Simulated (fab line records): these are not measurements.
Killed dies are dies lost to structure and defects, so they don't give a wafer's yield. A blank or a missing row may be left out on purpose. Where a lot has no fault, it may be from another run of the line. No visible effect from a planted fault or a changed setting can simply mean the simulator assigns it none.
What tool caused it? / flow n5_finfet / 12 lots, 36 wafers sampled, at 1 step of a route of 1938

## WHAT THE GAUGES READ, wafer by wafer
N5_BEOL_M5_CD_MEAS_35: target cd 28 nm, target cd y 24 nm.
lot=L075; measured=day 9 10:59; on=cd_sem-01; cd_nm (nm)=28.1 28.4 28.2
lot=L078; measured=day 10 07:31; on=cd_sem-02; cd_nm (nm)=27.8 28.2 27.7
lot=L079; measured=day 11 05:47; on=cd_sem-02; cd_nm (nm)=28.1 28.0 27.4
lot=L081; measured=day 11 12:41; on=cd_sem-02; cd_nm (nm)=27.4 28.2 27.8
lot=L083; measured=day 12 18:34; on=cd_sem-02; cd_nm (nm)=27.7 27.4 27.5
lot=L085; measured=day 13 11:56; on=cd_sem-03; cd_nm (nm)=27.4 28.6 28.1
lot=L088; measured=day 13 16:02; on=cd_sem-02; cd_nm (nm)=27.1 27.9 28.2
lot=L089; measured=day 13 22:40; on=cd_sem-02; cd_nm (nm)=28.3 27.5 27.7
lot=L092; measured=day 14 06:49; on=cd_sem-01; cd_nm (nm)=28.0 27.7 27.9
lot=L091; measured=day 14 18:09; on=cd_sem-02; cd_nm (nm)=28.3 27.1 27.6
lot=L093; measured=day 15 02:47; on=cd_sem-01; cd_nm (nm)=28.5 27.5 28.5
lot=L097; measured=day 16 08:35; on=cd_sem-02; cd_nm (nm)=27.5 27.8 27.8

## TOOL THAT RAN EACH LOT (tool first, then ch and the chambers of the sampled wafers, then the start)
Before these readings, the record contains no process step.

## THE ANSWER, worked out from the rows above alone
Rule: the usual values come from the lots themselves. The widest of any qualifying gaps counts: lots, ordered by their means at a reading, are off when they make up no more than a third of the lots, leave a main group of 4 or more, and stand apart from it by 3 or more times the standard deviation of that group's means. A main group is skipped when, at the precision printed for the reading in the tables above, its means are all equal. A lot without any number at a reading at which 4 lots or more have one is off too. All remaining lots with rows at the step are treated as sound.
None of the lots is off at any reading shown; this tells nothing.

## WHAT HAD BEEN PUT IN BY THE SIMULATOR
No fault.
